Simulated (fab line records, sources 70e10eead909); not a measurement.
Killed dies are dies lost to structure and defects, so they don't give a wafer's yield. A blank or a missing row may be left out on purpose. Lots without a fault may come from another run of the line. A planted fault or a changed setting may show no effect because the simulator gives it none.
fab line records | flow nand_harc
record lots=12 wafers=36 last_day=25
route steps=1159 shown A_BLC@987 THIN_TSV@1119 END@1158
lots that met no fault: from a run of the same line without faults
start_h: hours from the record's first day to the start of the lot's first wafer shown | wait_h: hours since the lot's step before | " the same as in the row above | L1.1+2: a row that stands for several wafers | - no value, or no start given | * or withheld: withheld | < > ~ a bound
route shown NAME@n: a module of which the file shows steps, and the number in the route of the first | usual: mean/standard deviation of fault-free wafers | same: alike in all rows | chamber/n: place in a boat | sites: the reading at each site | _std_site: their standard deviation | _edge_site: outer sites' mean less inner sites' | radius_mm: how far each site lies from the wafer's centre | mask NAME#n: copy n | behind: the tool/chamber that last shaped the wafer | hold: why the lot was held/for how many hours/how that ended | device: the transistor (n, p or np) that didn't switch | end of line: the same wafers' tests at the end of the route | a step without rows: its recipe alone | killed: dies lost to structure and defects at the first sort, not the wafer's yield | map: a wafer's dies, x killed, . not, _ none there
set.NAME: the setting as run; set.NAME@STEP: as run at that earlier step | model.NAME: the simulator's own value behind a step, which no gauge read
steps of the route over a sample of lots; a table a step, a row a wafer
services: from which hour (start_h, from the record's first day; less than 0 if before it) a tool's chamber was out of use, for how many hours, and why
## steps
# step NHARC_A_BLC_PVD_32
# recipe target_thk_a=50 chamber_pressure_pa=5 power_w=5000 substrate_temp_c=200 time_s=17.7 material=Ti
# usual throttle_valve_pct=30.5/1.1
# columns lot.wafer tool chamber start_h wait_h throttle_valve_pct
L148.4 pvd_sputter-03 - 403.03 - 30.4
L148.1 " - " " 30.2
L148.6 " - " " 30.6
L149.2 pvd_sputter-03 - 413.05 - 30.4
L149.3 " - " " 30.7
L149.6 " - " " 30.3
L150.1 pvd_sputter-01 - 421.22 - 31.4
L150.3 " - " " 30.1
L150.6 " - " " 31.6
L152.2 pvd_sputter-02 - 429.80 - 31.1
L152.4 " - " " 30.4
L152.5 " - " " 30.5
L153.3 pvd_sputter-01 - 434.03 - 31.1
L153.5 " - " " 30.0
L153.6 " - " " 31.4
L156.2 pvd_sputter-02 - 442.10 - 28.1
L156.3 " - " " 29.8
L156.4 " - " " 31.0
L154.1 pvd_sputter-02 - 447.74 - 29.9
L154.6 " - " " 31.5
L154.5 " - " " 30.8
L155.4 pvd_sputter-01 - 453.35 - 31.7
L155.5 " - " " 29.9
L155.6 " - " " 31.1
L160.3 pvd_sputter-02 - 474.26 - 28.2
L160.4 " - " " 30.7
L160.5 " - " " 28.3
L162.1 pvd_sputter-03 - 494.22 - 32.4
L162.4 " - " " 29.7
L162.3 " - " " 30.7
L166.2 pvd_sputter-02 - 514.65 - 31.0
L166.4 " - " " 28.2
L166.1 " - " " 29.7
L167.1 pvd_sputter-01 - 542.61 - 30.1
L167.4 " - " " 30.6
L167.3 " - " " 30.7
# step NHARC_THIN_TSV_ETCH_44
# recipe target_depth_a=15942 time_s=797.1 cf4_flow_sccm=150 o2_flow_sccm=10 ar_flow_sccm=0 rf_w=300 bias_w=800 chemistry=CF4/O2
# usual drypump_motor_current_A=5.6/0.41 o2_flow_sccm=10.00/0.031 oes_product_au=0.998/0.0092 rf_vpp_V=793/4.8 showerhead_plenum_p_Torr=1.81/0.076 throttle_valve_pct=16.914/0.0088
# same time_s=797.1
# columns lot.wafer tool chamber start_h wait_h drypump_motor_current_A o2_flow_sccm oes_product_au rf_hours_counter_h rf_vpp_V showerhead_plenum_p_Torr throttle_valve_pct
L148.4 rie_diel-13 3 432.90 0.1 5.6 10.02 0.997 15 797 1.87 16.914
L148.1 " 1 " " 6.0 10.00 0.997 17 789 1.74 16.917
L148.6 " 3 " " 5.6 9.99 1.005 - 797 1.87 16.918
L149.2 rie_diel-11 3 445.35 0.1 5.6 10.04 0.999 6 795 1.85 16.915
L149.3 " 1 " " 5.0 10.01 1.004 6 801 1.95 16.910
L149.6 " 2 " " 6.2 9.97 1.000 - 788 1.74 16.912
L150.3 rie_diel-11 1 449.86 0.1 5.0 10.01 1.003 7 799 1.95 16.900
L150.1 " 3 " " 5.6 9.98 1.004 6 796 1.85 16.926
L150.6 " 0 " " 4.7 9.99 1.019 - 790 1.74 16.925
L152.4 rie_diel-12 2 457.34 0.2 5.7 10.01 1.005 5 796 1.83 16.900
L152.2 " 3 " " 5.8 10.00 0.977 6 791 1.77 16.905
L152.5 " 1 " " 5.6 9.94 0.992 - 787 1.71 16.906
L153.3 rie_diel-11 3 461.75 0.2 5.6 10.00 1.001 7 796 1.85 16.917
L153.6 " 0 " " 4.7 9.97 1.023 - 787 1.74 16.916
L153.5 " 1 " " 5.0 10.07 0.995 - 801 1.95 16.912
L156.3 rie_diel-12 1 473.92 0.1 5.7 10.02 0.990 4 786 1.71 16.903
L156.4 " 2 " " 5.7 10.01 1.009 6 793 1.83 16.928
L156.2 " 3 " " 5.8 9.96 0.991 7 789 1.77 16.910
L154.1 rie_diel-11 3 475.37 0.2 5.6 9.98 0.999 8 796 1.85 16.920
L154.6 " 1 " " 5.0 10.01 0.994 - 802 1.95 16.906
L154.5 " 2 " " 6.2 10.01 0.982 - 789 1.74 16.930
L155.4 rie_diel-12 1 482.73 0.1 5.7 10.00 0.981 5 787 1.71 16.925
L155.5 " 0 " " 5.7 9.98 0.998 - 789 1.76 16.911
L155.6 " 1 " " 5.6 9.91 0.991 - 786 1.71 16.908
L160.4 rie_diel-11 3 518.08 0.2 5.6 9.99 1.005 10 794 1.85 16.921
L160.5 " 2 " " 6.2 10.01 0.995 - 789 1.74 16.914
L162.1 rie_diel-13 2 526.11 0.1 6.1 10.07 0.996 7 798 1.89 16.910
L162.4 " 3 " " 5.6 9.96 0.998 7 798 1.87 16.910
L162.3 " 0 " " 5.9 9.97 1.004 6 800 1.93 16.913
L166.4 rie_diel-12 0 543.30 0.1 5.7 10.02 0.993 11 791 1.75 16.912
L166.1 " 1 " " 5.7 10.07 0.985 10 788 1.71 16.917
L167.3 rie_diel-11 0 570.63 0.1 4.7 9.95 1.013 2 788 1.74 16.925
L167.1 " 2 " " 6.2 10.03 1.003 1 788 1.74 16.925
L167.4 " 3 " " 5.6 9.96 1.003 2 795 1.85 16.931
# step NHARC_THIN_TSV_ANNEAL_52
# recipe temp_c=225 time_s=90
# usual wafer_temp_C_max=226.03/0.28
# same time_s=90
# columns lot.wafer tool chamber start_h wait_h wafer_temp_C_max
L148.1 rtp_anneal-02 0 436.56 0.5 225.98
L148.4 " 0 " " 226.70
L148.6 " 0 " " 225.86
L149.2 rtp_anneal-02 0 449.08 0.7 225.91
L149.3 " 0 " " 225.95
L149.6 " 0 " " 226.16
L150.1 rtp_anneal-01 0 453.55 0.5 225.92
L150.3 " 0 " " 226.07
L150.6 " 0 " " 226.28
L152.2 rtp_anneal-01 0 461.14 0.6 226.22
L152.4 " 0 " " 226.13
L152.5 " 0 " " 226.44
L153.3 rtp_anneal-01 0 465.44 0.4 226.11
L153.5 " 0 " " 226.16
L153.6 " 0 " " 226.40
L156.2 rtp_anneal-01 0 477.78 0.7 226.16
L156.3 " 0 " " 226.05
L156.4 " 0 " " 225.89
L154.1 rtp_anneal-02 0 478.99 0.6 226.02
L154.5 " 0 " " 226.18
L154.6 " 0 " " 226.35
L155.4 rtp_anneal-01 0 486.54 0.6 226.51
L155.5 " 0 " " 225.95
L155.6 " 0 " " 226.42
L160.4 rtp_anneal-02 0 522.07 0.5 225.93
L160.5 " 0 " " 226.04
L162.1 rtp_anneal-01 0 530.02 0.5 225.90
L162.3 " 0 " " 226.03
L162.4 " 0 " " 226.12
L166.1 rtp_anneal-02 0 547.78 0.5 225.68
L166.4 " 0 " " 225.45
L167.1 rtp_anneal-01 0 574.34 0.6 226.27
L167.3 " 0 " " 226.26
L167.4 " 0 " " 226.30
# step NHARC_END_WLT_00
# usual VT_DECK1_BOTTOM=0.871/0.0073 VT_DECK1_BOTTOM_INNER=0.871/0.0074 VT_DECK1_MEDIAN_NEAR_BOTTOM=0.872/0.0073 VT_DECK1_MEDIAN_NEAR_BOTTOM_INNER=0.871/0.0072 VT_DECK1_MIDDLE=0.884/0.0074 VT_DECK1_MIDDLE_INNER=0.884/0.0067 VT_DECK1_TOP=0.896/0.0071 VT_DECK1_TOP_INNER=0.896/0.0076
# columns lot.wafer tool chamber start_h wait_h VT_DECK1_BOTTOM VT_DECK1_BOTTOM_INNER VT_DECK1_MEDIAN_NEAR_BOTTOM VT_DECK1_MEDIAN_NEAR_BOTTOM_INNER VT_DECK1_MIDDLE VT_DECK1_MIDDLE_INNER VT_DECK1_TOP VT_DECK1_TOP_INNER
L148.1 prober-01 - 453.73 9.3 0.871 0.876 0.868 0.870 0.896 0.886 0.895 0.895
L148.4 " - 455.24 10.9 0.871 0.868 0.867 0.867 0.881 0.877 0.897 0.894
L148.6 " - 456.25 11.9 0.879 0.867 0.879 0.876 0.888 0.882 0.893 0.897
L149.2 prober-01 - 461.93 4.2 0.879 0.879 0.881 0.880 0.887 0.891 0.899 0.910
L149.3 " - " " 0.887 0.872 0.864 0.870 0.888 0.884 0.896 0.903
L149.6 " - 463.91 6.2 0.868 0.872 0.871 0.875 0.890 0.887 0.892 0.900
L150.1 prober-02 - 464.29 0.7 0.868 0.865 0.869 0.859 0.884 0.882 0.901 0.890
L150.3 " - 465.30 1.7 0.868 0.867 0.866 0.876 0.882 0.886 0.898 0.889
L150.6 " - 466.81 3.2 0.874 0.865 0.863 0.867 0.877 0.878 0.899 0.891
L152.2 prober-01 - 469.65 1.0 0.883 0.886 0.883 0.893 0.899 0.900 0.902 0.907
L152.4 " - " " 0.864 0.883 0.878 0.875 0.890 0.897 0.902 0.914
L152.5 " - " " 0.882 0.887 0.878 0.882 0.890 0.903 0.906 0.904
L153.3 prober-02 - 474.35 1.0 0.870 0.883 0.874 0.879 0.899 0.901 0.906 0.908
L153.5 " - " " 0.885 0.888 0.881 0.887 0.889 0.887 0.902 0.911
L153.6 " - " " 0.879 0.883 0.879 0.876 0.899 0.892 0.905 0.913
L156.2 prober-01 - 486.10 0.6 0.865 0.864 0.861 0.870 0.871 0.876 0.887 0.885
L156.3 " - " " 0.862 0.874 0.865 0.869 0.873 0.886 0.887 0.892
L156.4 " - " " 0.875 0.864 0.873 0.880 0.882 0.879 0.873 0.898
L154.1 prober-02 - 493.47 7.9 0.869 0.867 0.866 0.862 0.881 0.871 0.895 0.887
L154.5 " - 495.46 9.9 0.876 0.870 0.873 0.872 0.880 0.877 0.885 0.894
L154.6 " - " " 0.862 0.859 0.861 0.861 0.875 0.877 0.883 0.886
L155.4 prober-01 - 495.75 1.5 0.886 0.874 0.875 0.871 0.894 0.891 0.910 0.903
L155.5 " - " " 0.875 0.863 0.881 0.874 0.892 0.884 0.901 0.906
L155.6 " - " " 0.886 0.880 0.879 0.890 0.892 0.899 0.904 0.917
L160.4 prober-01 - 531.58 1.5 0.878 0.868 0.872 0.872 0.877 0.881 0.891 0.896
L160.5 " - " " 0.867 0.869 0.879 0.875 0.880 0.893 0.899 0.890
L162.1 prober-01 - 540.87 0.1 0.852 0.863 0.854 0.856 0.873 0.882 0.888 0.892
L162.3 " - 541.88 1.1 0.872 0.870 0.876 0.875 0.880 0.879 0.886 0.893
L162.4 " - " " 0.864 0.865 0.859 0.861 0.877 0.882 0.891 0.882
L166.1 prober-01 - 556.56 3.2 0.861 0.860 0.865 0.868 0.873 0.877 0.886 0.889
L166.4 " - 558.07 4.7 0.867 0.865 0.867 0.874 0.874 0.873 0.878 0.896
L167.1 prober-02 - 585.31 4.1 0.875 0.880 0.881 0.875 0.891 0.888 0.886 0.891
L167.3 " - " " 0.863 0.867 0.867 0.866 0.879 0.882 0.894 0.898
L167.4 " - " " 0.871 0.880 0.881 0.879 0.886 0.886 0.897 0.898
# step NHARC_END_SORT_01
# recipe temp_c=25
# usual killed_at_array=27/12 killed_at_other=0.8/1 killed_at_periphery=4.0/2.5 killed_dies=32/11 killed_open=3.3/1.8 killed_short=2.0/1.5
# same gross_dies=677
# columns lot.wafer tool chamber start_h wait_h killed_at_array killed_at_other killed_at_periphery killed_dies killed_open killed_short
L148.1 prober-01 0 456.75 2.5 30 0 5 35 3 2
L148.4 prober-01 0 459.10 3.4 32 0 6 38 4 3
L148.6 prober-01 0 460.66 3.9 30 0 6 36 5 2
L149.2 prober-01 0 465.20 2.8 15 1 4 20 7 3
L149.3 prober-01 0 465.99 3.1 14 0 3 17 4 2
L149.6 prober-01 0 468.36 4.0 17 0 3 20 5 3
L150.1 prober-02 0 467.31 2.5 38 0 6 44 3 5
L150.3 prober-02 0 468.90 3.1 44 1 4 49 5 4
L150.6 prober-02 0 471.29 4.0 34 0 3 37 3 1
L152.2 prober-01 0 472.94 2.8 40 2 3 45 3 3
L152.4 prober-01 0 474.54 3.4 26 1 0 27 1 0
L152.5 prober-01 0 475.34 3.7 26 2 5 33 2 4
L153.3 prober-02 0 477.94 3.1 21 3 4 28 5 1
L153.5 prober-02 0 479.56 3.7 19 2 7 28 2 0
L153.6 prober-02 0 480.37 4.0 21 0 10 31 2 2
L156.2 prober-01 0 489.44 2.8 23 0 1 24 1 2
L156.3 prober-01 0 490.26 3.1 24 0 8 32 4 1
L156.4 prober-01 0 491.07 3.5 28 0 7 35 9 3
L154.1 prober-02 0 496.45 2.5 26 1 2 29 5 2
L154.5 prober-02 0 499.62 3.7 29 0 2 31 5 2
L154.6 prober-02 0 500.41 4.0 23 2 2 27 5 2
L155.4 prober-01 0 499.66 3.4 24 0 8 32 5 2
L155.5 prober-01 0 500.47 3.7 28 0 8 36 2 1
L155.6 prober-01 0 501.29 4.1 29 0 6 35 5 3
L160.3 prober-01 0 534.68 3.1 672 3 2 677 5 1
L160.4 prober-01 0 535.49 3.4 21 1 3 25 3 4
L160.5 prober-01 0 536.29 3.7 17 1 2 20 2 1
L162.1 prober-01 0 543.91 2.5 38 1 3 42 6 1
L162.3 prober-01 0 545.52 3.1 51 0 2 53 5 0
L162.4 prober-01 0 546.32 3.4 49 0 2 51 3 1
L166.1 prober-01 0 559.59 2.5 34 0 0 34 1 1
L166.2 prober-01 0 560.38 2.8 673 3 1 677 3 1
L166.4 prober-01 0 561.97 3.4 39 1 4 44 5 2
L167.1 prober-02 0 588.29 2.5 21 1 7 29 4 3
L167.3 prober-02 0 589.89 3.1 21 2 6 29 1 3
L167.4 prober-02 0 590.69 3.4 14 2 7 23 3 0
# killed by level:class
L148.1 A_CHANNEL_HOLE_D1:chamber_film_flake=14 A_SLIT:chamber_film_flake=6 A_WL_FILL:chamber_film_flake=3 P_BONDPAD:chamber_film_flake=2 A_CONTACT:chamber_film_flake=2 A_M0:chamber_film_flake=2 P_GATE:geometric_particle:open=1 P_CONTACT:geometric_particle:open=1
L148.4 A_CHANNEL_HOLE_D1:chamber_film_flake=12 A_SLIT:chamber_film_flake=9 A_WL_FILL:geometric_particle:short=2 A_CONTACT:geometric_particle:open=2 P_CONTACT:chamber_film_flake=2 P_BONDPAD:chamber_film_flake=2 A_STAIRCASE:chamber_film_flake=2 P_M0:geometric_particle:open=1
L148.6 A_SLIT:chamber_film_flake=12 A_CHANNEL_HOLE_D1:chamber_film_flake=11 P_CONTACT:chamber_film_flake=3 P_GATE:geometric_particle:open=2 A_CHANNEL_HOLE_D1:geometric_particle:short=2 A_M0:geometric_particle:open=2 A_CHANNEL_FILL_D1:geometric_particle:open=1 P_BONDPAD:chamber_film_flake=1
L149.2 A_CONTACT:geometric_particle:open=3 P_M2:chamber_film_flake=3 A_STAIRCASE:chamber_film_flake=3 A_CHANNEL_HOLE_D1:chamber_film_flake=2 P_CONTACT:geometric_particle:open=1 A_CHANNEL_FILL_D1:geometric_particle:short=1 A_SGD_CUT:geometric_particle:open=1 A_CONTACT:geometric_particle:short=1
L149.3 A_CONTACT:chamber_film_flake=5 A_STAIRCASE:chamber_film_flake=2 P_M2:geometric_particle:open=1 A_CHANNEL_HOLE_D1:geometric_particle:open=1 A_CHANNEL_FILL_D1:geometric_particle:short=1 A_WL_FILL:geometric_particle:open=1 A_CONTACT:geometric_particle:open=1 A_M0:geometric_particle:short=1
L150.1 A_CHANNEL_HOLE_D1:chamber_film_flake=18 A_SLIT:chamber_film_flake=11 A_WL_FILL:geometric_particle:short=2 P_GATE:chamber_film_flake=2 A_M1:chamber_film_flake=2 P_CONTACT:geometric_particle:short=1 P_M0:geometric_particle:open=1 P_M1:geometric_particle:open=1
L149.6 A_CONTACT:chamber_film_flake=3 A_CHANNEL_FILL_D1:chamber_film_flake=2 A_SOURCE_PLATE:geometric_particle:open=1 A_CHANNEL_HOLE_D1:geometric_particle:open=1 A_CHANNEL_FILL_D1:geometric_particle:short=1 A_SGD_CUT:geometric_particle:short=1 A_SGD_CUT:geometric_particle:open=1 A_CONTACT:geometric_particle:short=1
L150.3 A_CHANNEL_HOLE_D1:chamber_film_flake=16 A_SLIT:chamber_film_flake=13 A_STAIRCASE:chamber_film_flake=5 A_M0:geometric_particle:open=3 A_M1:chamber_film_flake=2 P_STI:geometric_particle:open=1 P_CONTACT:geometric_particle:open=1 A_ONON_D1:geometric_particle:short=1
L150.6 A_CHANNEL_HOLE_D1:chamber_film_flake=16 A_SLIT:chamber_film_flake=8 A_STAIRCASE:chamber_film_flake=3 P_ZERO_WELL:chamber_film_flake=2 A_CONTACT:chamber_film_flake=2 P_M1:geometric_particle:short=1 A_CHANNEL_FILL_D1:geometric_particle:open=1 A_CONTACT:geometric_particle:open=1
L152.2 A_CHANNEL_HOLE_D1:chamber_film_flake=23 A_STAIRCASE:chamber_film_flake=10 P_GATE:chamber_film_flake=2 THIN_TSV:chamber_film_flake=2 A_ONON_D1:geometric_particle:short=1 A_CHANNEL_HOLE_D1:geometric_particle:open=1 A_SGD_CUT:geometric_particle:short=1 A_WL_FILL:geometric_particle:short=1
L152.4 A_CHANNEL_HOLE_D1:chamber_film_flake=9 A_STAIRCASE:chamber_film_flake=9 A_CONTACT:chamber_film_flake=5 A_BLC:geometric_particle:open=1 A_ZERO_WELL:chamber_film_flake=1 A_SLIT:chamber_film_flake=1 THIN_TSV:chamber_film_flake=1
L152.5 A_CHANNEL_HOLE_D1:chamber_film_flake=10 A_STAIRCASE:chamber_film_flake=6 P_GATE:chamber_film_flake=4 A_CONTACT:chamber_film_flake=4 A_CONTACT:geometric_particle:open=2 A_CHANNEL_HOLE_D1:geometric_particle:short=1 A_WL_FILL:geometric_particle:short=1 A_CONTACT:geometric_particle:short=1
L153.3 A_SLIT:chamber_film_flake=8 A_CHANNEL_HOLE_D1:chamber_film_flake=3 A_STAIRCASE:chamber_film_flake=3 A_CONTACT:geometric_particle:open=2 P_GATE:chamber_film_flake=2 THIN_TSV:chamber_film_flake=2 P_CONTACT:geometric_particle:open=1 A_SOURCE_PLATE:geometric_particle:open=1
L153.5 A_SLIT:chamber_film_flake=10 A_STAIRCASE:chamber_film_flake=3 A_M1:chamber_film_flake=3 P_M0:geometric_particle:open=2 P_STI:chamber_film_flake=2 P_GATE:chamber_film_flake=2 A_CHANNEL_HOLE_D1:chamber_film_flake=2 THIN_TSV:chamber_film_flake=2
L153.6 A_SLIT:chamber_film_flake=9 P_GATE:chamber_film_flake=6 A_STAIRCASE:chamber_film_flake=6 A_M0:geometric_particle:short=2 P_ZERO_WELL:chamber_film_flake=2 A_CHANNEL_HOLE_D1:chamber_film_flake=2 P_CONTACT:geometric_particle:open=1 P_M0:geometric_particle:open=1
L156.2 A_CHANNEL_HOLE_D1:chamber_film_flake=16 A_CONTACT:chamber_film_flake=3 A_CHANNEL_FILL_D1:geometric_particle:short=1 A_WL_FILL:geometric_particle:short=1 A_M0:geometric_particle:open=1 P_M2:chamber_film_flake=1 A_STAIRCASE:chamber_film_flake=1
L156.3 A_CHANNEL_HOLE_D1:chamber_film_flake=14 P_M2:chamber_film_flake=5 A_ZERO_WELL:chamber_film_flake=3 P_GATE:chamber_film_flake=2 A_ONON_D1:geometric_particle:short=1 A_CHANNEL_HOLE_D1:geometric_particle:open=1 A_STAIRCASE:geometric_particle:open=1 A_SGD_CUT:geometric_particle:open=1
L156.4 A_CHANNEL_HOLE_D1:chamber_film_flake=12 A_CONTACT:geometric_particle:open=5 P_M2:chamber_film_flake=5 A_STAIRCASE:chamber_film_flake=2 A_SOURCE_PLATE:geometric_particle:short=1 A_ONON_D1:geometric_particle:short=1 A_ONON_D1:geometric_particle:open=1 A_CHANNEL_FILL_D1:geometric_particle:open=1
L154.1 A_SLIT:chamber_film_flake=10 A_CHANNEL_HOLE_D1:chamber_film_flake=7 A_CONTACT:geometric_particle:open=4 A_CONTACT:chamber_film_flake=2 P_CONTACT:geometric_particle:short=1 A_SGD_CUT:geometric_particle:short=1 P_M1:chamber_film_flake=1 STARTING-WAFER:geometric_particle:open=1
L154.5 A_SLIT:chamber_film_flake=7 A_CONTACT:chamber_film_flake=6 A_WL_FILL:chamber_film_flake=4 A_CONTACT:geometric_particle:open=3 A_CHANNEL_HOLE_D1:chamber_film_flake=3 P_STI:chamber_film_flake=2 A_ONON_D1:geometric_particle:open=1 A_SGD_CUT:geometric_particle:short=1
L155.4 A_SLIT:chamber_film_flake=12 A_CHANNEL_HOLE_D1:chamber_film_flake=3 A_CONTACT:chamber_film_flake=3 P_ZERO_WELL:chamber_film_flake=2 P_M2:chamber_film_flake=2 A_STAIRCASE:chamber_film_flake=2 P_CONTACT:geometric_particle:open=1 P_M0:geometric_particle:open=1
L154.6 A_SLIT:chamber_film_flake=6 A_CHANNEL_HOLE_D1:chamber_film_flake=5 A_CONTACT:chamber_film_flake=3 P_CONTACT:geometric_particle:open=2 A_SOURCE_PLATE:geometric_particle:open=2 A_STAIRCASE:chamber_film_flake=2 A_WL_FILL:chamber_film_flake=2 THIN_TSV:chamber_film_flake=2
L155.5 A_SLIT:chamber_film_flake=14 P_ZERO_WELL:chamber_film_flake=5 A_CHANNEL_HOLE_D1:chamber_film_flake=3 A_SGD_CUT:chamber_film_flake=3 A_CONTACT:chamber_film_flake=3 P_M2:chamber_film_flake=2 A_ONON_D1:geometric_particle:short=1 A_CHANNEL_FILL_D1:geometric_particle:open=1
L155.6 A_SLIT:chamber_film_flake=10 A_CONTACT:chamber_film_flake=6 A_CHANNEL_HOLE_D1:chamber_film_flake=4 P_ZERO_WELL:chamber_film_flake=3 A_CHANNEL_FILL_D1:geometric_particle:short=2 P_GATE:geometric_particle:short=1 P_CONTACT:geometric_particle:open=1 A_CHANNEL_FILL_D1:geometric_particle:open=1
L160.3 A_BLC:area_pvd=653 A_CHANNEL_HOLE_D1:chamber_film_flake=6 A_CHANNEL_FILL_D1:chamber_film_flake=4 A_BLC:geometric_particle:open=2 A_SLIT:chamber_film_flake=2 THIN_TSV:chamber_film_flake=2 A_CHANNEL_FILL_D1:geometric_particle:open=1 A_WL_FILL:geometric_particle:short=1
L160.4 A_CHANNEL_HOLE_D1:chamber_film_flake=5 A_CHANNEL_FILL_D1:chamber_film_flake=5 A_WL_FILL:geometric_particle:short=3 A_STAIRCASE:chamber_film_flake=3 P_M0:chamber_film_flake=2 P_M0:geometric_particle:short=1 A_ONON_D1:geometric_particle:open=1 A_WL_FILL:geometric_particle:open=1
L160.5 A_CHANNEL_HOLE_D1:chamber_film_flake=7 A_SLIT:chamber_film_flake=6 A_STAIRCASE:chamber_film_flake=3 P_GATE:geometric_particle:open=1 P_GATE:geometric_particle:short=1 A_CONTACT:geometric_particle:open=1 THIN_TSV:chamber_film_flake=1
L162.1 A_CHANNEL_HOLE_D1:chamber_film_flake=20 A_SLIT:chamber_film_flake=11 A_WL_FILL:geometric_particle:open=2 P_CONTACT:geometric_particle:open=1 P_M0:geometric_particle:open=1 A_CHANNEL_FILL_D1:geometric_particle:open=1 A_M0:geometric_particle:open=1 A_M1:geometric_particle:short=1
L162.3 A_CHANNEL_HOLE_D1:chamber_film_flake=20 A_SLIT:chamber_film_flake=17 A_CONTACT:chamber_film_flake=6 A_M0:geometric_particle:open=4 A_STAIRCASE:chamber_film_flake=3 A_CONTACT:geometric_particle:open=1 P_M0:chamber_film_flake=1 P_M1:chamber_film_flake=1
L162.4 A_CHANNEL_HOLE_D1:chamber_film_flake=25 A_SLIT:chamber_film_flake=17 A_CONTACT:geometric_particle:open=2 A_STAIRCASE:chamber_film_flake=2 A_CONTACT:chamber_film_flake=2 P_M2:geometric_particle:open=1 A_M0:geometric_particle:short=1 P_ZERO_WELL:chamber_film_flake=1
L166.1 A_CONTACT:chamber_film_flake=10 A_CHANNEL_HOLE_D1:chamber_film_flake=8 A_SLIT:chamber_film_flake=8 A_STAIRCASE:chamber_film_flake=6 A_CONTACT:geometric_particle:open=1 A_M0:geometric_particle:short=1
L166.2 A_BLC:area_pvd=647 A_SLIT:chamber_film_flake=12 A_CHANNEL_HOLE_D1:chamber_film_flake=4 A_STAIRCASE:chamber_film_flake=2 A_WL_FILL:chamber_film_flake=2 A_CONTACT:chamber_film_flake=2 THIN_TSV:chamber_film_flake=2 A_WL_FILL:geometric_particle:short=1
L166.4 A_SLIT:chamber_film_flake=16 A_CONTACT:chamber_film_flake=9 A_CHANNEL_HOLE_D1:chamber_film_flake=5 A_STAIRCASE:chamber_film_flake=4 A_M1:chamber_film_flake=2 P_STI:geometric_particle:short=1 P_GATE:geometric_particle:short=1 P_M0:geometric_particle:open=1
L167.1 A_CHANNEL_HOLE_D1:chamber_film_flake=8 P_M1:chamber_film_flake=5 P_CONTACT:geometric_particle:open=2 A_STAIRCASE:chamber_film_flake=2 A_SLIT:chamber_film_flake=2 A_SOURCE_PLATE:geometric_particle:short=1 A_CHANNEL_FILL_D1:geometric_particle:short=1 A_CHANNEL_FILL_D1:geometric_particle:open=1
L167.3 A_CHANNEL_HOLE_D1:chamber_film_flake=7 A_CONTACT:chamber_film_flake=5 P_GATE:chamber_film_flake=3 A_STAIRCASE:chamber_film_flake=3 P_M1:chamber_film_flake=2 A_SLIT:chamber_film_flake=2 THIN_TSV:chamber_film_flake=2 P_GATE:geometric_particle:short=1
L167.4 P_M1:chamber_film_flake=5 A_CHANNEL_HOLE_D1:chamber_film_flake=4 A_CONTACT:chamber_film_flake=3 A_CONTACT:geometric_particle:open=2 P_GATE:chamber_film_flake=2 THIN_TSV:chamber_film_flake=2 A_CHANNEL_FILL_D1:geometric_particle:open=1 A_ZERO_WELL:chamber_film_flake=1
## services
# columns tool chamber start_h hours kind
rie_diel-12 - 381.29 9.0 pm
pvd_sputter-02 - 392.05 10.0 pm
pvd_sputter-01 - 399.50 2.3 repair
rie_diel-11 0 400.06 - clean
rie_diel-11 1 400.06 - clean
rie_diel-11 - 400.73 0.2 repair
rie_diel-11 1 407.61 1.2 repair
rie_diel-11 3 413.71 2.8 repair
rie_diel-13 2 415.22 14.8 repair
rie_diel-11 0 419.63 6.9 repair
rie_diel-13 - 453.00 9.0 pm
rie_diel-11 3 454.92 3.6 repair
pvd_sputter-03 - 458.03 10.0 pm
pvd_sputter-01 - 506.87 1.2 repair
pvd_sputter-02 - 511.08 3.1 repair
pvd_sputter-01 - 514.01 10.0 pm
rie_diel-12 1 516.28 3.6 repair
rtp_anneal-02 - 523.08 2.3 repair
pvd_sputter-02 - 525.84 12.5 repair
rie_diel-11 - 543.50 9.0 pm
pvd_sputter-02 - 556.20 0.7 repair
pvd_sputter-03 - 556.51 3.1 repair
rie_diel-12 - 558.29 9.0 pm
pvd_sputter-02 - 570.05 10.0 pm
## key
first_sign step=NHARC_END_SORT_01 reading=killed_dies direction=up sigmas=58 usual=32 struck=677
effect step=NHARC_END_SORT_01 reading=killed_at_array direction=up sigmas=55 usual=27 struck=672
more_kills_born_at NHARC_A_BLC_PVD_32@pvd_sputter-02=1300
met_at NHARC_A_BLC_PVD_32
struck_lots L160,L166
struck_wafers L160.3,L166.2
later_rows_left_out L160.3,L166.2
tester_left_out L160,L166
not_acting_at NHARC_THIN_TSV_ETCH_44,NHARC_THIN_TSV_ANNEAL_52,NHARC_END_WLT_00
onset_between 447.74 474.26
fault kind=process_parameter_drift tool=pvd_sputter-02 chamber=- onset_h=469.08 steps=NHARC_A_BLC_PVD_32 channel=target_thk_a offset=* shape=step end_h=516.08 scope=struck_wafers_only acts_in=* stated=*
# tester_left_out: of these lots the tester's yield and bins aren't shown, on N5 and GAA mostly nor the transistor test; their killed dies are dies lost to structure and defects alone, not to doping, threshold or leakage, so they don't give the yield
# later_rows_left_out: the simulator's readings of these wafers behind a module that went badly wrong aren't trusted and aren't shown, but for the sort
